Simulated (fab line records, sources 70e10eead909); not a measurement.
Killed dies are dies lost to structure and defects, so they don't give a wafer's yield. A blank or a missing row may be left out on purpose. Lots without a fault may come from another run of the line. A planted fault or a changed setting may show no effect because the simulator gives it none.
fab line records | flow nand_harc
record lots=6 wafers=18 last_day=23
route steps=1159 shown A_CONTACT@858 END@1159
lots that met no fault: from a run of the same line without faults
start_h: hours from the record's first day to the start of the lot's first wafer shown | wait_h: hours since the lot's step before | " the same as in the row above | L1.1+2: a row that stands for several wafers | - no value, or no start given | * or withheld: withheld | < > ~ a bound
route shown NAME@n: a module of which the file shows steps, and the number in the route of the first | usual: mean/standard deviation of fault-free wafers | same: alike in all rows | chamber/n: place in a boat | sites: the reading at each site | _std_site: their standard deviation | _edge_site: outer sites' mean less inner sites' | radius_mm: how far each site lies from the wafer's centre | mask NAME#n: copy n | behind: the tool/chamber that last shaped the wafer | hold: why the lot was held/for how many hours/how that ended | device: the transistor (n, p or np) that didn't switch | end of line: the same wafers' tests at the end of the route | a step without rows: its recipe alone | killed: dies lost to structure and defects at the first sort, not the wafer's yield | map: a wafer's dies, x killed, . not, _ none there
set.NAME: the setting as run; set.NAME@STEP: as run at that earlier step | model.NAME: the simulator's own value behind a step, which no gauge read
lots at some steps of the route; a table a step, a row a wafer
services: from which hour (start_h, from the record's first day; less than 0 if before it) a tool's chamber was out of use, for how many hours, and why
## steps
# step NHARC_A_CONTACT_ETCH_48
# recipe target_depth_a=390 over_etch_frac=0.3 time_s=65 ion_energy_ev=80 cf4_flow_sccm=150 ar_flow_sccm=0 rf_w=300 bias_w=100 chemistry=CF4
# step NHARC_A_CONTACT_ETCH_49
# recipe target_depth_a=2600 over_etch_frac=0.3 time_s=475.3 ion_energy_ev=200 n2_flow_sccm=150 h2_flow_sccm=150 ar_flow_sccm=0 rf_w=400 bias_w=150 chemistry=N2/H2
# step NHARC_A_CONTACT_ETCH_50
# recipe target_depth_a=847 time_s=42.4 cf4_flow_sccm=100 chf3_flow_sccm=30 ar_flow_sccm=0 rf_w=500 bias_w=200 chemistry=CF4/CHF3
# step NHARC_A_CONTACT_ETCH_51
# recipe target_depth_a=36000 over_etch_frac=0.3 time_s=936 ion_energy_ev=150 o2_flow_sccm=400 cos_flow_sccm=20 ar_flow_sccm=0 rf_w=500 bias_w=300 chemistry=O2/COS
# step NHARC_A_CONTACT_ETCH_111
# recipe source_w=withheld pressure_mtorr=20 bias_v=withheld time_s=140 target_depth_a=7000 ar_flow_sccm=withheld c4f8_flow_sccm=withheld o2_flow_sccm=withheld chemistry=C4F8/O2/Ar
# columns lot.wafer tool chamber start_h wait_h rf_hours_counter_h
L830.2 har_cap_etch-01 0 376.79 - 54
L830.6 " 1 " " -
L830.5 " 0 " " -
L827.2 har_cap_etch-01 0 383.57 - 56
L827.5 " 0 " " -
L827.6 " 1 " " -
L826.3 har_cap_etch-03 0 387.56 - -
L826.4 " 1 " " -
L826.6 " 0 " " -
L838.2 har_cap_etch-01 1 452.46 - 71
L838.4 " 0 " " -
L838.5 " 1 " " -
L840.4 har_cap_etch-01 1 462.38 - -
L840.3 " 0 " " -
L840.6 " 0 " " -
L846.3 har_cap_etch-02 0 479.58 - -
L846.4 " 1 " " -
L846.5 " 0 " " -
# step NHARC_A_CONTACT_ETCH_112
# recipe source_w=withheld pressure_mtorr=20 bias_v=3000 time_s=94 target_depth_a=9220 ar_flow_sccm=withheld c4f8_flow_sccm=withheld o2_flow_sccm=withheld chemistry=C4F8/O2/Ar
# columns lot.wafer tool chamber start_h wait_h rf_hours_counter_h
L830.2 har_cap_etch-01 0 376.97 0.1 54
L830.6 " 1 " " -
L830.5 " 0 " " -
L827.2 har_cap_etch-01 0 383.77 0.2 56
L827.5 " 0 " " -
L827.6 " 1 " " -
L826.3 har_cap_etch-03 0 387.72 0.1 -
L826.4 " 1 " " -
L826.6 " 0 " " -
L838.2 har_cap_etch-01 1 452.64 0.2 71
L838.4 " 0 " " -
L838.5 " 1 " " -
L840.4 har_cap_etch-01 1 462.54 0.1 -
L840.3 " 0 " " -
L840.6 " 0 " " -
L846.3 har_cap_etch-02 0 479.74 0.1 -
L846.4 " 1 " " -
L846.5 " 0 " " -
# step NHARC_A_CONTACT_ETCH_113
# recipe source_w=withheld pressure_mtorr=20 bias_v=3000 time_s=94 target_depth_a=9220 ar_flow_sccm=withheld c4f8_flow_sccm=withheld o2_flow_sccm=withheld chemistry=C4F8/O2/Ar
# step NHARC_A_CONTACT_ETCH_114
# recipe source_w=withheld pressure_mtorr=20 bias_v=3000 time_s=94 target_depth_a=9220 ar_flow_sccm=withheld c4f8_flow_sccm=withheld o2_flow_sccm=withheld chemistry=C4F8/O2/Ar
# step NHARC_A_CONTACT_ETCH_115
# recipe source_w=withheld pressure_mtorr=20 bias_v=3000 time_s=94 target_depth_a=9220 ar_flow_sccm=withheld c4f8_flow_sccm=withheld o2_flow_sccm=withheld chemistry=C4F8/O2/Ar
# step NHARC_A_CONTACT_ETCH_116
# recipe source_w=withheld pressure_mtorr=20 bias_v=3000 time_s=94 target_depth_a=9220 ar_flow_sccm=withheld c4f8_flow_sccm=withheld o2_flow_sccm=withheld chemistry=C4F8/O2/Ar
# step NHARC_A_CONTACT_ETCH_117
# recipe source_w=withheld pressure_mtorr=20 bias_v=3000 time_s=94 target_depth_a=9220 ar_flow_sccm=withheld c4f8_flow_sccm=withheld o2_flow_sccm=withheld chemistry=C4F8/O2/Ar
# step NHARC_A_CONTACT_ETCH_118
# recipe source_w=withheld pressure_mtorr=20 bias_v=3000 time_s=94 target_depth_a=9220 ar_flow_sccm=withheld c4f8_flow_sccm=withheld o2_flow_sccm=withheld chemistry=C4F8/O2/Ar
# step NHARC_A_CONTACT_ETCH_119
# recipe source_w=withheld pressure_mtorr=20 bias_v=3000 time_s=94 target_depth_a=9220 ar_flow_sccm=withheld c4f8_flow_sccm=withheld o2_flow_sccm=withheld chemistry=C4F8/O2/Ar
# columns lot.wafer tool chamber start_h wait_h rf_hours_counter_h
L830.2 har_cap_etch-01 0 377.60 0.1 54
L830.6 " 1 " " -
L830.5 " 0 " " -
L827.2 har_cap_etch-01 0 384.41 0.1 57
L827.5 " 0 " " -
L827.6 " 1 " " -
L826.3 har_cap_etch-03 0 388.36 0.1 -
L826.4 " 1 " " -
L826.6 " 0 " " -
L838.2 har_cap_etch-01 1 453.28 0.1 71
L838.4 " 0 " " -
L838.5 " 1 " " -
L840.4 har_cap_etch-01 1 463.17 0.1 -
L840.3 " 0 " " -
L840.6 " 0 " " -
L846.3 har_cap_etch-02 0 480.37 0.1 -
L846.4 " 1 " " -
L846.5 " 0 " " -
# step NHARC_A_CONTACT_ETCH_120
# recipe source_w=withheld pressure_mtorr=20 bias_v=3000 time_s=94 target_depth_a=9220 ar_flow_sccm=withheld c4f8_flow_sccm=withheld o2_flow_sccm=withheld chemistry=C4F8/O2/Ar
# columns lot.wafer tool chamber start_h wait_h rf_hours_counter_h
L830.2 har_cap_etch-01 0 377.69 0.1 54
L830.6 " 1 " " -
L830.5 " 0 " " -
L827.2 har_cap_etch-01 0 384.50 0.1 57
L827.5 " 0 " " -
L827.6 " 1 " " -
L826.3 har_cap_etch-03 0 388.45 0.1 -
L826.4 " 1 " " -
L826.6 " 0 " " -
L838.2 har_cap_etch-01 1 453.37 0.1 72
L838.4 " 0 " " -
L838.5 " 1 " " -
L840.4 har_cap_etch-01 1 463.26 0.1 -
L840.3 " 0 " " -
L840.6 " 0 " " -
L846.3 har_cap_etch-02 0 480.46 0.1 -
L846.4 " 1 " " -
L846.5 " 0 " " -
# step NHARC_A_CONTACT_ETCH_121
# recipe source_w=withheld pressure_mtorr=20 bias_v=3000 time_s=94 target_depth_a=9220 ar_flow_sccm=withheld c4f8_flow_sccm=withheld o2_flow_sccm=withheld chemistry=C4F8/O2/Ar
# step NHARC_A_CONTACT_ETCH_122
# recipe source_w=withheld pressure_mtorr=20 bias_v=3000 time_s=95 target_depth_a=9300 ar_flow_sccm=withheld c4f8_flow_sccm=withheld o2_flow_sccm=withheld chemistry=C4F8/O2/Ar
# step NHARC_A_CONTACT_ETCH_123
# recipe source_w=withheld pressure_mtorr=20 bias_v=400 time_s=253 target_depth_a=10900 ar_flow_sccm=withheld c4f8_flow_sccm=11.5 o2_flow_sccm=7.2 chemistry=C4F8/O2/Ar
# step NHARC_A_CONTACT_ETCH_90
# recipe target_depth_a=400 over_etch_frac=0.5 time_s=85.7 ion_energy_ev=120 ch3f_flow_sccm=50 o2_flow_sccm=30 ar_flow_sccm=200 rf_w=500 bias_w=100 chemistry=CH3F/O2
# step NHARC_A_CONTACT_ETCH_96
# recipe target_depth_a=200 over_etch_frac=0.5 time_s=10 ion_energy_ev=250 c4f6_flow_sccm=25 o2_flow_sccm=20 ar_flow_sccm=500 rf_w=600 bias_w=500 chemistry=C4F6/O2
# usual drypump_motor_current_A=5.92/0.28 oes_product_au=0.979/0.026 rf_vpp_V=546/4 showerhead_plenum_p_Torr=3.91/0.19 throttle_valve_pct=26.902/0.0081
# columns lot.wafer tool chamber start_h wait_h drypump_motor_current_A oes_product_au rf_hours_counter_h rf_vpp_V showerhead_plenum_p_Torr throttle_valve_pct
L830.2 rie_diel-01 1 - - 5.84 1.013 21 545 3.79 26.894
L830.5 " 3 " " 5.22 1.004 - 542 3.66 26.892
L830.6 " 0 " " 6.06 0.983 - 550 4.00 26.891
L827.2 rie_diel-01 0 - - 6.06 0.992 22 548 4.00 26.902
L827.6 " 3 " " 5.24 0.994 - 541 3.66 26.895
L827.5 " 0 " " 6.09 0.992 - 548 4.00 26.890
L826.3 rie_diel-03 2 389.66 0.3 6.27 0.976 68 542 3.65 26.896
L826.6 " 0 " " 5.85 0.973 - 545 3.87 26.891
L826.4 " 2 " " 6.29 0.986 - 541 3.65 26.913
L838.2 rie_diel-03 1 - - 6.12 0.990 18 554 4.22 26.906
L838.4 " 0 " " 5.85 0.991 21 545 3.86 26.908
L838.5 " 2 " " 6.32 1.008 - 554 4.21 26.920
L840.3 rie_diel-01 3 - - 5.23 0.958 49 540 3.64 26.905
L840.4 " 1 " " 5.85 0.944 53 544 3.77 26.906
L840.6 " 3 " " 5.25 0.939 - 540 3.64 26.909
L846.3 rie_diel-03 0 - - 5.85 0.927 32 546 3.85 26.907
L846.4 " 1 " " 6.09 0.939 29 553 4.21 26.910
L846.5 " 0 " " 5.85 0.931 - 546 3.85 26.912
# step NHARC_A_CONTACT_CD_MEAS_53
# usual cd_nm=189.7/0.87
# columns lot.wafer tool chamber start_h wait_h cd_nm
L830.2 cd_sem-02 - 378.77 - 189.4
L830.5 " - " " 189.0
L830.6 " - " " 188.6
L827.2 cd_sem-03 - 385.59 - 189.4
L827.5 " - " " 189.2
L827.6 " - " " 189.2
L826.3 cd_sem-01 - 389.75 - 191.4
L826.4 " - " " 190.4
L826.6 " - " " 189.7
L838.2 cd_sem-02 - 454.52 - 190.6
L838.4 " - " " 190.9
L838.5 " - " " 191.6
L840.3 cd_sem-02 - 464.33 - 188.4
L840.4 " - " " 188.6
L840.6 " - " " 189.2
L846.3 cd_sem-01 - 481.53 - 189.3
L846.4 " - " " 189.1
L846.5 " - " " 189.1
# step NHARC_A_CONTACT_STRIP_99
# recipe n2_flow_sccm=150 h2_flow_sccm=150 ar_flow_sccm=0 bias_w=0 chemistry=N2/H2
# step NHARC_A_CONTACT_STRIP_100
# recipe cf4_flow_sccm=100 chf3_flow_sccm=30 ar_flow_sccm=0 bias_w=0 chemistry=CF4/CHF3
# step NHARC_A_CONTACT_STRIP_101
# recipe o2_flow_sccm=400 cos_flow_sccm=20 ar_flow_sccm=0 bias_w=0 chemistry=O2/COS
# step NHARC_A_CONTACT_ETCH_102
# recipe target_depth_a=700 overetch_a=70 time_s=38.5 ion_energy_ev=100 cf4_flow_sccm=80 o2_flow_sccm=20 ar_flow_sccm=0 rf_w=300 bias_w=100 chemistry=CF4/O2
# step NHARC_A_CONTACT_STRIP_55
# recipe o2_flow_sccm=500 ar_flow_sccm=0 bias_w=0 chemistry=O2
# usual drypump_motor_current_A=5.87/0.29 oes_product_au=1.001/0.0089 rf_vpp_V=57.6/0.91 showerhead_plenum_p_Torr=3.46/0.16 throttle_valve_pct=17.037/0.0091
# columns lot.wafer tool chamber start_h wait_h drypump_motor_current_A oes_product_au rf_hours_counter_h rf_vpp_V showerhead_plenum_p_Torr throttle_valve_pct
L830.2 rie_diel-01 3 - - 5.21 1.003 18 55.5 3.29 17.039
L830.5 " 1 " " 5.84 1.006 - 56.5 3.41 17.012
L830.6 " 2 " " 6.19 0.987 - 55.7 3.37 17.035
L827.2 rie_diel-03 0 - - 5.85 1.002 65 58.1 3.48 17.039
L827.6 " 2 " " 6.30 1.020 - 57.0 3.28 17.036
L827.5 " 3 " " 6.18 1.004 - 59.2 3.48 17.029
L826.4 rie_diel-01 2 - - 6.20 0.985 23 57.3 3.36 17.027
L826.3 " 1 " " 5.83 1.016 25 56.7 3.40 17.050
L826.6 " 3 " " 5.24 0.998 - 59.0 3.28 17.046
L838.4 rie_diel-03 2 - - 6.29 1.004 19 58.3 3.80 17.030
L838.2 " 0 " " 5.84 1.013 22 57.2 3.47 17.046
L838.5 " 2 " " 6.29 1.013 - 59.2 3.80 17.046
L840.3 rie_diel-01 2 - - 6.20 0.991 49 57.5 3.35 17.047
L840.4 " 1 " " 5.84 1.020 53 57.4 3.39 17.045
L840.6 " 3 " " 5.21 1.006 - 56.7 3.27 17.046
L846.4 rie_diel-07 2 - - 5.94 1.010 15 57.5 3.35 17.035
L846.3 " 1 " " 5.68 1.019 12 58.1 3.75 17.048
L846.5 " 3 " " 5.71 0.991 - 57.6 3.35 17.037
# step NHARC_A_CONTACT_STRIP_56
# recipe time_s=600 temp_c=30 chemistry=post_etch_residue_remover
# step NHARC_A_CONTACT_DEP_57
# recipe target_thk_a=28000 temp_c=400 material=aC
# step NHARC_A_CONTACT_DEP_58
# recipe target_thk_a=600 target_thk_nm=60 temp_c=400 pressure_torr=3.5 flow_sccm=200 rf_w=350 material=SiON
# step NHARC_A_CONTACT_DEHYDRATE_59
# recipe temp_c=150 time_s=120
# step NHARC_A_CONTACT_HMDS_60
# recipe time_s=30
# step NHARC_A_CONTACT_COAT_61
# recipe temp_c=260 time_s=75
# step NHARC_A_CONTACT_COAT_62
# recipe temp_c=225 time_s=65
# step NHARC_A_CONTACT_COAT_63
# recipe spin_rpm=1500 resist_thk_nm=90
# step NHARC_A_CONTACT_SOFTBAKE_64
# recipe temp_c=105 time_s=55
# step NHARC_A_CONTACT_EBR_65
# step NHARC_A_CONTACT_EXPOSE_66
# recipe na=1.35 sigma_outer=0.8 dose_mj=59.02 mask_id=A_CC_2
# step NHARC_A_CONTACT_PEB_67
# recipe peb_temp_c=100 peb_time_s=65
# step NHARC_A_CONTACT_DEVELOP_68
# recipe develop_time_s=35 dev_temp_c=23
# step NHARC_A_CONTACT_CD_MEAS_69
# recipe target_cd_nm=200 landing_energy_ev=500
# usual cd_nm=199.9/0.51
# columns lot.wafer tool chamber start_h wait_h cd_nm
L830.2 cd_sem-03 0 384.31 - 199.4
L830.5 " 0 " " 199.6
L830.6 " 0 " " 199.1
L827.2 cd_sem-01 0 391.91 - 199.7
L827.5 " 0 " " 199.3
L827.6 " 0 " " 200.0
L826.3 cd_sem-01 0 395.16 - 199.8
L826.4 " 0 " " 201.0
L826.6 " 0 " " 200.4
L838.2 cd_sem-01 0 459.16 - 199.7
L838.4 " 0 " " 200.0
L838.5 " 0 " " 199.2
L840.3 cd_sem-02 0 470.24 - 200.1
L840.4 " 0 " " 200.5
L840.6 " 0 " " 200.0
L846.3 cd_sem-02 0 491.10 - 200.5
L846.4 " 0 " " 200.2
L846.5 " 0 " " 199.5
# step NHARC_A_CONTACT_OVL_MEAS_70
# usual overlay_x_nm=-0.1/1 overlay_y_nm=0.1/0.91
# columns lot.wafer tool chamber start_h wait_h overlay_x_nm overlay_y_nm
L830.2 overlay-02 - 384.41 - 0.3 1.3
L830.5 " - " " 0.0 1.1
L830.6 " - " " -0.5 0.8
L827.2 overlay-02 - 392.00 - 0.7 -0.7
L827.5 " - " " 0.9 -0.2
L827.6 " - " " -0.1 0.1
L826.3 overlay-02 - 395.25 - 0.8 -1.2
L826.4 " - " " 0.8 -0.8
L826.6 " - " " 0.8 -0.9
L838.2 overlay-01 - 459.25 - -0.4 -0.7
L838.4 " - " " 0.0 -0.2
L838.5 " - " " -0.3 0.1
L840.3 overlay-01 - 470.33 - -1.0 -0.5
L840.4 " - " " -1.3 -0.3
L840.6 " - " " -1.0 -0.5
L846.3 overlay-01 - 491.19 - 2.2 -0.5
L846.4 " - " " 1.9 -0.2
L846.5 " - " " 1.5 -1.0
# step NHARC_A_CONTACT_DESCUM_74
# recipe time_s=3 o2_flow_sccm=200 ar_flow_sccm=0 bias_power_w=0 chemistry=O2
# step NHARC_END_SORT_01
# recipe temp_c=25
# usual killed_at_array=27/9.3 killed_at_other=0.9/1.3 killed_at_periphery=3.6/2.7 killed_dies=31/9.7 killed_open=3.3/1.8 killed_short=2.0/1.5
# same gross_dies=677
# columns lot.wafer tool chamber start_h wait_h killed_at_array killed_at_other killed_at_periphery killed_dies killed_open killed_short
L838.2 prober-02 0 531.96 2.8 112 1 4 117 6 3
L838.4 prober-02 0 533.56 3.4 91 0 2 93 1 1
L838.5 prober-02 0 534.36 3.7 104 1 0 105 1 0
L840.3 prober-01 0 534.44 3.1 79 2 4 85 6 2
L840.4 prober-01 0 535.24 3.4 99 1 1 101 5 2
L840.6 prober-01 0 536.86 4.0 77 5 1 83 2 2
# killed by level:class
L838.2 A_CONTACT:unspecified=76 A_SLIT:chamber_film_flake=15 A_CHANNEL_HOLE_D1:chamber_film_flake=5 A_BLC:chamber_film_flake=3 A_CONTACT:chamber_film_flake=3 A_M0:geometric_particle:open=2 A_STAIRCASE:chamber_film_flake=2 P_GATE:geometric_particle:open=1
L838.4 A_CONTACT:unspecified=66 A_SLIT:chamber_film_flake=12 A_CONTACT:chamber_film_flake=4 A_CHANNEL_HOLE_D1:chamber_film_flake=3 A_ZERO_WELL:chamber_film_flake=2 A_BLC:chamber_film_flake=2 A_CHANNEL_FILL_D1:chamber_film_flake=2 P_M1:geometric_particle:short=1
L838.5 A_CONTACT:unspecified=82 A_SLIT:chamber_film_flake=8 A_CHANNEL_HOLE_D1:chamber_film_flake=6 A_CONTACT:chamber_film_flake=4 A_BLC:chamber_film_flake=2 A_ONON_D1:geometric_particle:open=1 A_STAIRCASE:chamber_film_flake=1 THIN_TSV:chamber_film_flake=1
L840.3 A_CONTACT:unspecified=62 A_CHANNEL_HOLE_D1:chamber_film_flake=5 A_STAIRCASE:chamber_film_flake=2 A_CONTACT:chamber_film_flake=2 THIN_TSV:chamber_film_flake=2 P_CONTACT:geometric_particle:open=1 A_ONON_D1:geometric_particle:open=1 A_WL_FILL:geometric_particle:open=1
L840.4 A_CONTACT:unspecified=82 A_CHANNEL_HOLE_D1:chamber_film_flake=4 A_CONTACT:chamber_film_flake=2 A_M1:chamber_film_flake=2 A_SOURCE_PLATE:geometric_particle:open=1 A_ONON_D1:geometric_particle:short=1 A_CHANNEL_FILL_D1:geometric_particle:short=1 A_SGD_CUT:geometric_particle:open=1
L840.6 A_CONTACT:unspecified=68 THIN_TSV:chamber_film_flake=5 A_CONTACT:chamber_film_flake=2 A_CHANNEL_FILL_D1:geometric_particle:open=1 A_WL_FILL:geometric_particle:short=1 A_BLC:geometric_particle:short=1 A_M1:geometric_particle:open=1 P_ZERO_WELL:chamber_film_flake=1
# map L838.2 (x killed, . not)
____________.____________
_________......._________
_______..x....x..._______
______.............______
_____..........x...x_____
____........x..x.....____
____.................____
___................x..___
___...................___
__........x...x........__
__..................x..__
_..x...................._
_.....x..x.............._
_......x....x..........._
_.......xxx............._
_...xx..x.x....x........_
.........................
.....xx..xx..............
.........x......x........
..............x.......x..
...............x.........
_......................._
_......................._
_..........x............_
_......................._
_......xxxx.....x...x..._
__....x..xxxx..........__
__....x.xxxxx.xx.......__
___...xxxxxxxxx.....x.___
___..x.xxxxxxxxx..x...___
____.x.xxxxxxxx......____
____...xxxxxxxx...x..____
_____.xxxxxxx.x....._____
______xxxxxxxx.....______
_______xxxxxxxx..._______
_________x.x...._________
____________.____________
# map L840.4 (x killed, . not)
____________.____________
_________......x_________
_______..........._______
______.............______
_____............x.._____
____.................____
____.........x.x.....____
___...................___
___...................___
__.....................__
__.....................__
_......................._
_......................._
_.......x..............._
_....xx..x....x........._
_.....x................._
.........................
...x.....................
.........x...............
.........x...............
..............x..........
_......................._
_.................x....._
_......................._
_.......xxx.x..........._
_...x...xxx............._
__......xxxxx.x........__
__...x.xxxxxxxxx.......__
___...xxxxxxxxx.......___
___...xxxxxxxx........___
____.xxxxxxxxxx......____
____..xxxxxxx.x......____
_____.xxxxxxxx...x.._____
______xxxxxxxx.....______
_______xxxxxx....._______
_________.xxx..._________
____________x____________
## services
# columns tool chamber start_h hours kind
rie_diel-01 0 372.91 - clean
rie_diel-01 1 372.91 - clean
rie_diel-01 2 372.91 - clean
rie_diel-01 3 372.91 - clean
rie_diel-01 1 390.82 1.7 repair
rie_diel-03 3 392.04 7.1 repair
rie_diel-03 - 392.31 9.0 pm
rie_diel-01 0 397.67 - clean
rie_diel-01 1 397.67 - clean
rie_diel-01 2 397.67 - clean
rie_diel-01 3 397.67 - clean
rie_diel-01 0 422.17 - clean
rie_diel-01 1 422.17 - clean
rie_diel-01 2 422.17 - clean
rie_diel-01 3 422.17 - clean
rie_diel-07 1 443.78 15.8 repair
rie_diel-01 0 446.69 - clean
rie_diel-01 1 446.69 - clean
rie_diel-01 2 446.69 - clean
rie_diel-01 3 446.69 - clean
rie_diel-07 3 455.74 8.6 repair
rie_diel-03 2 456.52 8.6 repair
rie_diel-07 0 460.08 4.2 repair
rie_diel-01 0 480.72 6.3 repair
## key
first_sign step=NHARC_END_SORT_01 reading=killed_at_array direction=up sigmas=7.2 usual=27 struck=94
effect step=NHARC_END_SORT_01 reading=killed_dies direction=up sigmas=6.9 usual=31 struck=97
more_kills_born_at NHARC_A_CONTACT_ETCH_119@har_cap_etch-01=427
met_at NHARC_A_CONTACT_ETCH_119
struck_wafers L838.2,L838.4,L838.5,L840.3,L840.4,L840.6
tester_left_out L838,L840
onset_between 384.41 453.28
also_fits NHARC_A_CONTACT_ETCH_111:har_cap_etch-01,NHARC_A_CONTACT_ETCH_112:har_cap_etch-01,NHARC_A_CONTACT_ETCH_120:har_cap_etch-01
fault kind=chamber_particle_source tool=har_cap_etch-01 chamber=- onset_h=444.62 steps=NHARC_A_CONTACT_ETCH_119 rate_per_visit_cm2=0.85925 end_h=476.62
# tester_left_out: of these lots the tester's yield and bins aren't shown, on N5 and GAA mostly nor the transistor test; their killed dies are dies lost to structure and defects alone, not to doping, threshold or leakage, so they don't give the yield
